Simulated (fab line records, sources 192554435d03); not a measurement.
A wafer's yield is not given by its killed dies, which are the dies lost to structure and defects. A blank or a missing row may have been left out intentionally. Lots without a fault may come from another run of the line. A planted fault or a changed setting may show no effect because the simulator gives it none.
fab line records + flow n5-finfet
record
- lots=5
- wafers=12
- last-day=17
route steps=1938 shown BEOL_M14@1761 BEOL_M15@1773 PASSIVATION@1936
lots with no fault: from the same line, run without faults
start-h: hours from the record's first day to the start of the lot's first wafer shown + wait-h: how many hours have passed since the lot's step before this one + " same as the row above + L1.1+2: a single row standing in for several wafers + - value missing, or start not given + * or withheld: withheld + < > ~ a bound
route shown NAME@n: NAME is a module with steps in the file, n the number in the route of the first one + usual: the fault-free wafers' mean and standard deviation + same: alike in all rows + chamber/n: place in a boat + sites: per-site readings + _std_site: the values' standard deviation + _edge_site: outer sites' mean less inner sites' + radius-mm: how far each site lies from the wafer's centre + mask NAME#n: copy n + behind: the most recent tool/chamber to have shaped the wafer + hold: what put the lot on hold/how long, in hours/how the hold closed + device: the transistor (n, p or np) that didn't switch + end of line: the route-end tests of the same wafers + step lacking rows: just its recipe + killed: not the wafer's yield, but the dies lost to structure and defects at the first sort + map: the dies of a wafer, with x for killed, . for not killed, _ for no die there
set.NAME: the run value of the setting; set.NAME@STEP: its run value at that earlier step + model.NAME: the simulator's own value behind a step, which no gauge read
lots at selected steps of the route; one table per step, one row per wafer
services: a tool's chamber out of use, with start hour (start-h, from the record's first day; less than 0 if before it), hours out, and reason
## steps
# step N5_BEOL_M14_PRE_CLEAN_42
# recipe
- gas=H2/He
- time-s=30
- temp-c=300
# step N5_BEOL_M14_SPUTTER_43
# recipe
- material=TaN
- target-thk-a=150
- temp-c=50
- bias-v=168.6
- power-w=15000
- chamber-pressure-pa=0.12
- time-s=24.19
# step N5_BEOL_M14_SPUTTER_44
# recipe
- material=Ta
- target-thk-a=150
- temp-c=50
- bias-v=80
- power-w=15000
- chamber-pressure-pa=0.07
- time-s=24.19
# step N5_BEOL_M14_SPUTTER_45
# recipe
- material=Cu
- target-thk-a=1000
- temp-c=-20
- bias-v=60
- power-w=26000
- chamber-pressure-pa=0.13
- time-s=16.67
# step N5_BEOL_M14_ECD_47
# recipe
- material=Cu
- target-thk-a=12480
# step N5_BEOL_M14_ANNEAL_48
# recipe
- temp-c=225
- time-s=90
- ambient=N2
# step N5_BEOL_M14_CMP_49
# recipe
- stop-on=SiO2
- t-overpolish-s=5.2
- down-force-psi=2
- platen-rpm=80
- clearing-platen-down-force-psi=2
- clearing-platen-rpm=80
- post-cmp-clean=cu-alkaline
- target-thk-nm=560
- clearing-platen-pad-velocity-m-s=1.5917
- pad-velocity-m-s=1.5917
# step N5_BEOL_M14_PRE_CLEAN_52
# recipe
- gas=NH3
- time-s=15
- temp-c=withheld
- rf-power-w=300
# step N5_BEOL_M14_DEP_53
# recipe
- material=SiCN
- target-thk-a=500
- temp-c=withheld
- precursor=3MS/NH3
- pressure-torr=3
- rf-w=675
- time-s=17.8
# step N5_BEOL_M15_ILD_DEP_00
# recipe
- material=SiO2
- target-thk-a=16293
- temp-c=400
- precursor=TEOS/O2
- pressure-torr=6.5
- rf-w=900
- teos-flow-sccm=161.4
- gas=O2
- flow-sccm=2650
- time-s=346.1
# usual
- heater-power-w=514/120
- run-length-s=388.9/0.66
- showerhead-plenum-p-Torr=8.36/0.038
- throttle-valve-pct=18.8/1
| lot.wafer | tool     | chamber | start-h | wait-h | heater-power-w | run-length-s | showerhead-plenum-p-Torr | throttle-valve-pct | model.SiO2_of_BEOL_M15_ILD_DEP_00.thk-nm |
|-----------|----------|---------|---------|--------|----------------|--------------|--------------------------|--------------------|------------------------------------------|
| L376.2    | pecvd-03 | 2       | 277.08  | 0.0    | 586            | 389.4        | 8.33                     | 17.3               | 1595                                     |
| L376.4    | "        | 2       | "       | "      | 445            | 389.6        | 8.32                     | 17.4               | 1628                                     |
| L376.6    | "        | 1       | "       | "      | 436            | 388.1        | 8.42                     | 19.9               | 1594                                     |
| L383.2    | pecvd-03 | 1       | 327.82  | 0.0    | 581            | 407.1        | 8.41                     | 20.2               | 1656                                     |
| L383.4    | "        | 2       | "       | "      | 442            | 408.2        | 8.34                     | 17.4               | 1714                                     |
| L388.4    | pecvd-03 | 1       | 363.87  | 0.1    | 435            | 406.8        | 8.39                     | 19.9               | 1703                                     |
| L388.5    | "        | 0       | "       | "      | 533            | 388.7        | 8.44                     | 19.8               | 1639                                     |
| L391.2    | pecvd-03 | 1       | 365.32  | 0.0    | 577            | 406.9        | 8.44                     | 20.0               | 1687                                     |
| L391.5    | "        | 0       | "       | "      | 632            | 388.6        | 8.40                     | 19.5               | 1642                                     |
| L396.3    | pecvd-01 | 2       | 387.88  | 0.0    | 427            | 389.9        | 8.31                     | 17.0               | 1618                                     |
| L396.4    | "        | 1       | "       | "      | 619            | 388.7        | 8.39                     | 18.6               | 1645                                     |
| L396.5    | "        | 2       | "       | "      | 504            | 389.9        | 8.32                     | 17.3               | 1632                                     |
# step N5_BEOL_M15_THK_MEAS_01
# recipe
- reads=SiO2_of_BEOL_M15_ILD_DEP_00
# usual
- M15_ILD_THK=1628/23
| lot.wafer | tool          | chamber | start-h | wait-h | M15_ILD_THK[nm] |
|-----------|---------------|---------|---------|--------|-----------------|
| L376.2    | film-metro-01 | -       | 277.45  | 0.3    | 1595            |
| L376.4    | "             | -       | "       | "      | 1627            |
| L376.6    | "             | -       | "       | "      | 1594            |
| L383.2    | film-metro-02 | -       | 328.07  | 0.1    | 1656            |
| L383.4    | "             | -       | "       | "      | 1714            |
| L388.4    | film-metro-02 | -       | 364.13  | 0.1    | 1703            |
| L388.5    | "             | -       | "       | "      | 1639            |
| L391.2    | film-metro-01 | -       | 365.68  | 0.3    | 1688            |
| L391.5    | "             | -       | "       | "      | 1641            |
| L396.3    | film-metro-01 | -       | 388.13  | 0.1    | 1618            |
| L396.4    | "             | -       | "       | "      | 1644            |
| L396.5    | "             | -       | "       | "      | 1631            |
# step N5_BEOL_M15_COAT_58
# recipe
- resist=BARC
- temp-c=205
- time-s=60
- spin-rpm=1500
- resist-thk-nm=89
# step N5_BEOL_M15_COAT_04
# recipe
- spin-rpm=1704
- resist-thk-nm=800
# step N5_BEOL_M15_EBR_06
# recipe
- solvent=PGMEA
- ebr-width-mm=1.5
# step N5_BEOL_M15_SOFTBAKE_05
# recipe
- temp-c=130
- time-s=60
# step N5_BEOL_M15_EXPOSE_07
# recipe
- mask-id=V14
- na=0.8
- source-shape=annular
- sigma-inner=0.5
- sigma-outer=0.8
- polarization=unpolarized
- attpsm-phase-deg=180
- dose-mj=41.25
# step N5_BEOL_M15_PEB_08
# recipe
- peb-temp-c=130
- peb-time-s=90
# step N5_BEOL_M15_DEVELOP_09
# recipe
- develop-time-s=45
- rinse-liquid=diw
- dry=air-spin
- dev-temp-c=21
# step N5_BEOL_M15_HARDBAKE_14
# recipe
- temp-c=130
- time-s=120
# step N5_BEOL_M15_DESCUM_15
# recipe
- chemistry=O2
- time-s=7.9
- source-power-w=50
- bias-power-w=20
- pressure-mtorr=20
- rf-frequency-hz=2.712e+07
- temp-c=40
- o2-flow-sccm=225
# step N5_BEOL_M15_ETCH_59
# recipe
- chemistry=N2/H2
- target=BARC
- target-depth-a=890
- overetch-a=267
- time-s=67.9
- ion-energy-ev=200
- pressure-mtorr=30
- source-w=840
- bias-w=150
- n2-flow-sccm=200
- h2-flow-sccm=200
# step N5_BEOL_M15_VIA_ETCH_16
# recipe
- chemistry=C4F8/O2/Ar
- target=SiO2
- he-inner-torr=15
- he-outer-torr=30
- target-depth-a=17922
- time-s=withheld
- ion-energy-ev=800
- pressure-mtorr=20
- source-w=1905
- bias-w=2040
- Ar_flow_sccm=400
- C4F8_flow_sccm=16
- O2_flow_sccm=12
- ends=cleared
# usual
- drypump-motor-current-A=6.0/0.49
- oes_ar_750_au=0.75/0.077
- oes-product-au=0.67/0.075
- rf-vpp-V=2231/25
- showerhead-plenum-p-Torr=3.45/0.12
- throttle-valve-pct=30.86/0.17
| lot.wafer | tool        | chamber | start-h | wait-h | drypump-motor-current-A | oes_ar_750_au | oes-product-au | rf-vpp-V | showerhead-plenum-p-Torr | throttle-valve-pct | model.etch.depth-nm | model.coat_of_BEOL_M15_COAT_04.thk-nm |
|-----------|-------------|---------|---------|--------|-------------------------|---------------|----------------|----------|--------------------------|--------------------|---------------------|---------------------------------------|
| L376.2    | rie-diel-04 | 0       | 278.05  | 0.0    | 6.3                     | 0.71          | 0.63           | 2246     | 3.27                     | 31.27              | 1595                | 345.2                                 |
| L376.4    | "           | 3       | "       | "      | 6.0                     | 0.71          | 0.62           | 2257     | 3.56                     | 30.91              | 1628                | 330                                   |
| L376.6    | "           | 2       | "       | "      | 5.4                     | 0.75          | 0.67           | 2198     | 3.42                     | 30.72              | 1594                | 340                                   |
| L383.2    | rie-diel-03 | 1       | 329.91  | 0.0    | 6.5                     | 0.68          | 0.62           | 2215     | 3.37                     | 30.79              | 1656                | 327                                   |
| L383.4    | "           | 0       | "       | "      | 5.9                     | 0.90          | 0.80           | 2265     | 3.66                     | 30.81              | 1714                | 321.6                                 |
| L388.4    | rie-diel-02 | 1       | 364.73  | 0.0    | 6.2                     | 0.73          | 0.64           | 2211     | 3.29                     | 30.82              | 1703                | 323.6                                 |
| L388.5    | "           | 1       | "       | "      | 6.2                     | 0.72          | 0.65           | 2210     | 3.29                     | 30.81              | 1639                | 336.6                                 |
| L391.2    | rie-diel-02 | 0       | 366.16  | 0.0    | 5.1                     | 0.75          | 0.69           | 2257     | 3.58                     | 30.78              | 1687                | 322.8                                 |
| L391.5    | "           | 0       | "       | "      | 5.1                     | 0.75          | 0.68           | 2256     | 3.58                     | 30.80              | 1642                | 336                                   |
| L396.3    | rie-diel-04 | 2       | 388.61  | 0.0    | 5.4                     | 0.71          | 0.63           | 2194     | 3.40                     | 30.73              | 1618                | 333.8                                 |
| L396.4    | "           | 0       | "       | "      | 6.3                     | 0.92          | 0.84           | 2284     | 3.66                     | 31.05              | 1645                | 334.6                                 |
| L396.5    | "           | 0       | "       | "      | 6.3                     | 0.94          | 0.84           | 2284     | 3.66                     | 31.05              | 1632                | 333.8                                 |
# step N5_BEOL_M15_STRIP_63
# recipe
- chemistry=O2
- power-w=600
- temp-c=60
- pressure-mtorr=30
- rf-frequency-hz=6e+07
- bias-power-w=0
- overash-fraction=0.3
- o2-flow-sccm=225
# step N5_BEOL_M15_STRIP_64
# recipe
- chemistry=O2
- power-w=600
- temp-c=60
- pressure-mtorr=30
- rf-frequency-hz=6e+07
- bias-power-w=0
- overash-fraction=0.3
- o2-flow-sccm=225
# step N5_BEOL_M15_STRIP_65
# recipe
- chemistry=post-etch-residue-remover
- time-s=60
- temp-c=25
- remover-ph=withheld
- remover-water-wt-pct=withheld
- remover-fluoride-wt-pct=withheld
# step N5_BEOL_M15_SRD_66
# recipe
- time-s=30
- temp-c=23
- rinse-liquid=diw
- dry=n2-spin
- spin-rpm=1500
- dry-time-s=30
# step N5_BEOL_M15_COAT_56
# recipe
- resist=SOC
- temp-c=250
- time-s=60
- spin-rpm=1500
- resist-thk-nm=550
# step N5_BEOL_M15_ETCH_57
# recipe
- chemistry=N2/H2
- target=SOC
- source-w=3000
- bias-w=350
- time-s=750
- ion-energy-ev=200
- pressure-mtorr=30
- n2-flow-sccm=200
- h2-flow-sccm=200
# step N5_BEOL_M15_COAT_60
# recipe
- resist=BARC
- temp-c=205
- time-s=60
- spin-rpm=1500
- resist-thk-nm=89
# step N5_BEOL_M15_COAT_22
# recipe
- spin-rpm=1704
- resist-thk-nm=800
# step N5_BEOL_M15_EBR_24
# recipe
- solvent=PGMEA
- ebr-width-mm=1.5
# step N5_BEOL_M15_SOFTBAKE_23
# recipe
- temp-c=130
- time-s=60
# step N5_BEOL_M15_EXPOSE_25
# recipe
- mask-id=M15
- na=0.8
- source-shape=annular
- sigma-inner=0.5
- sigma-outer=0.8
- polarization=unpolarized
- target-cd-nm=400
- dose-mj=35.5
# step N5_BEOL_M15_PEB_26
# recipe
- peb-temp-c=130
- peb-time-s=90
# step N5_BEOL_M15_DEVELOP_27
# recipe
- develop-time-s=45
- rinse-liquid=diw
- dry=air-spin
- dev-temp-c=21
# step N5_BEOL_M15_CMP_49
# recipe
- stop-on=SiO2
- t-overpolish-s=4.9
- down-force-psi=2
- platen-rpm=80
- clearing-platen-down-force-psi=2
- clearing-platen-rpm=80
- post-cmp-clean=cu-alkaline
- target-thk-nm=850
- clearing-platen-pad-velocity-m-s=1.5917
- pad-velocity-m-s=1.5917
# usual
- motor-current-A=7.9/0.71
- slurry-filter-dp-kPa=13.50/0.14
| lot.wafer | tool   | chamber | start-h | wait-h | motor-current-A | slurry-filter-dp-kPa | model.SiO2_of_BEOL_M15_ILD_DEP_00.thk-nm |
|-----------|--------|---------|---------|--------|-----------------|----------------------|------------------------------------------|
| L376.2    | cmp-04 | 2       | 286.35  | 0.2    | 7.7             | 13.73                | 1517                                     |
| L376.4    | "      | 3       | "       | "      | 7.9             | 13.21                | 1551                                     |
| L376.6    | "      | 1       | "       | "      | 6.6             | 13.40                | 1516                                     |
| L383.4    | cmp-04 | 3       | 339.34  | 0.2    | 8.2             | 13.53                | 1634                                     |
| L383.2    | "      | 0       | "       | "      | 8.2             | 13.53                | 1577                                     |
| L388.4    | cmp-02 | 3       | 368.34  | 0.2    | 8.5             | 13.38                | 1624                                     |
| L388.5    | "      | 1       | "       | "      | 7.7             | 13.81                | 1557                                     |
| L391.2    | cmp-04 | 1       | 376.45  | 0.2    | 6.3             | 13.63                | 1608                                     |
| L391.5    | "      | 2       | "       | "      | 8.2             | 13.64                | 1561                                     |
| L396.4    | cmp-02 | 1       | 393.63  | 0.1    | 7.5             | 13.51                | 1563                                     |
| L396.3    | "      | 0       | "       | "      | 8.0             | 13.72                | 1539                                     |
| L396.5    | "      | 2       | "       | "      | 8.5             | 13.43                | 1553                                     |
# step N5_PASSIVATION_PROBE_49
# usual
- defect-limited-yield=91.3/1.5
- killed_at_M0_to_M3=33/12
- killed_at_M4_up=13/5.2
- killed-at-contacts=13/6.7
- killed-at-front-end=40/11
- killed-at-other=4.1/2.7
- killed-dies=103/17
- killed-on-rim=14/4.2
- killed-open=69/13
- killed-short=33/8.4
- sort_bin_5_function=5.1/1
- sort_bin_6_memory=3.2/0.62
- sort_bin_8_speed=0.00/0.014
- sort-n-pass=1077/17
# same
- gross-dies=1180
- killed-at-back-side=0
- sort_bin_4_leakage[%]=0
| lot.wafer | tool      | chamber | start-h | wait-h | defect-limited-yield[%] | killed_at_M0_to_M3 | killed_at_M4_up | killed-at-contacts | killed-at-front-end | killed-at-other | killed-dies | killed-on-rim | killed-open | killed-short | sort_bin_5_function[%] | sort_bin_6_memory[%] | sort_bin_8_speed[%] | sort-n-pass |
|-----------|-----------|---------|---------|--------|-------------------------|--------------------|-----------------|--------------------|---------------------|-----------------|-------------|---------------|-------------|--------------|------------------------|----------------------|---------------------|-------------|
| L376.2    | prober-02 | -       | 303.85  | 0.1    | 92.5                    | 35                 | 16              | 8                  | 25                  | 4               | 88          | 9             | 64          | 22           | 4.7                    | 2.4                  | 0                   | 1092        |
| L376.4    | prober-02 | -       | 303.95  | 0.2    | 94.2                    | 24                 | 10              | 13                 | 19                  | 3               | 69          | 8             | 44          | 25           | 3.6                    | 2.1                  | 0                   | 1111        |
| L376.6    | prober-02 | -       | 304.05  | 0.3    | 90.4                    | 39                 | 13              | 15                 | 41                  | 5               | 113         | 15            | 72          | 41           | 5.1                    | 4.1                  | 0                   | 1067        |
| L391.2    | prober-01 | -       | 390.77  | 0.1    | 91.3                    | 37                 | 14              | 10                 | 39                  | 3               | 103         | 14            | 69          | 34           | 5.6                    | 2.8                  | 0                   | 1077        |
# killed by level:class
L376.2 BEOL_M4:geometric-particle:open=10 BEOL_M0_SAQP:geometric-particle:open=9 BEOL_M2:geometric-particle:open=8 MOL_CONTACT_COAG:geometric-particle:open=7 BEOL_M1:geometric-particle:open=6 FIN_SAQP:geometric-particle:open=5 GATE_CUT:geometric-particle:short=5 BEOL_M0_SAQP:geometric-particle:short=5
L376.4 MOL_CONTACT_COAG:geometric-particle:open=12 BEOL_M0_SAQP:geometric-particle:open=6 BEOL_M0_SAQP:geometric-particle:short=6 BEOL_M4:geometric-particle:open=6 FIN_SAQP:geometric-particle:open=4 BEOL_M2:geometric-particle:open=4 FIN_SAQP:geometric-particle:short=3 STARTING-WAFER:geometric-particle:short=3
L376.6 FIN_SAQP:geometric-particle:short=11 MOL_CONTACT_COAG:geometric-particle:open=11 BEOL_M1:geometric-particle:open=9 STI_FIN_REVEAL:geometric-particle:open=8 BEOL_M0_SAQP:geometric-particle:short=8 FIN_SAQP:geometric-particle:open=6 BEOL_M0_SAQP:geometric-particle:open=6 BEOL_M4:geometric-particle:open=5
L391.2 BEOL_M0_SAQP:geometric-particle:open=10 MOL_CONTACT_COAG:geometric-particle:open=10 BEOL_M0_SAQP:geometric-particle:short=10 FIN_SAQP:geometric-particle:short=8 STI_FIN_REVEAL:geometric-particle:open=7 BEOL_M2:geometric-particle:open=6 FIN_SAQP:geometric-particle:open=5 BEOL_M7:geometric-particle:open=4
## services
| tool        | chamber | start-h | hours | kind                           |
|-------------|---------|---------|-------|--------------------------------|
| pecvd-03    | 0       | 275.91  | 7.4   | repair                         |
| pecvd-01    | 0       | 278.24  | 12.8  | repair                         |
| pecvd-03    | 0       | 294.35  | 16.5  | scheduled-down                 |
| pecvd-03    | 1       | 301.75  | 6.2   | repair                         |
| rie-diel-04 | 0       | 303.73  | -     | clean                          |
| rie-diel-04 | 0       | 303.73  | -     | consumable-replace:focus-ring  |
| rie-diel-04 | 0       | 303.73  | -     | consumable-replace:showerhead  |
| rie-diel-04 | 0       | 303.73  | 17.6  | scheduled-down                 |
| rie-diel-04 | 0       | 303.73  | 17.6  | vent-cycle                     |
| cmp-02      | -       | 313.69  | 4.0   | pm                             |
| rie-diel-04 | 2       | 316.38  | 2.4   | repair                         |
| cmp-02      | -       | 317.69  | -     | consumable-replace:conditioner |
| cmp-02      | -       | 317.69  | -     | consumable-replace:pad         |
| cmp-02      | -       | 320.54  | 0.4   | repair                         |
| rie-diel-02 | 1       | 327.06  | 13.8  | repair                         |
| rie-diel-03 | 2       | 333.27  | 7.1   | repair                         |
| rie-diel-03 | 3       | 347.79  | 18.3  | repair                         |
| pecvd-03    | 2       | 359.71  | 16.5  | scheduled-down                 |
| pecvd-03    | -       | 372.48  | 4.3   | pm                             |
| cmp-02      | -       | 379.66  | 5.3   | pm                             |
| rie-diel-03 | 1       | 386.02  | 11.1  | repair                         |
| cmp-04      | -       | 386.41  | 4.0   | pm                             |
| cmp-04      | -       | 390.41  | -     | consumable-replace:conditioner |
| cmp-04      | -       | 390.41  | -     | consumable-replace:pad         |
## key
first-sign
- step=N5_BEOL_M15_ILD_DEP_00
- reading=run-length-s
- direction=up
- sigmas=28
- usual=*
- struck=*
effect
- step=N5_BEOL_M15_THK_MEAS_01
- reading=M15_ILD_THK
- direction=up
- sigmas=2.6
- usual=1628
- struck=1690
model-effect
- step=N5_BEOL_M15_ILD_DEP_00
- value=SiO2_of_BEOL_M15_ILD_DEP_00.thk-nm
- without=1601
- struck=1690
model-effect
- step=N5_BEOL_M15_VIA_ETCH_16
- value=etch.depth-nm
- without=1601
- struck=1690
model-effect
- step=N5_BEOL_M15_CMP_49
- value=SiO2_of_BEOL_M15_ILD_DEP_00.thk-nm
- without=1522
- struck=1611
met-at N5_BEOL_M15_ILD_DEP_00
struck-wafers L383.2,L383.4,L388.4,L391.2
onset-between 277.08 327.82
fault
- kind=process-parameter-drift
- tool=pecvd-03
- chamber=-
- onset-h=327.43
- steps=N5_BEOL_M15_ILD_DEP_00
- channel=time-s
- offset=*
- shape=step
- end-h=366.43
- scope=struck-wafers-only
- acts-in=*
- stated=*
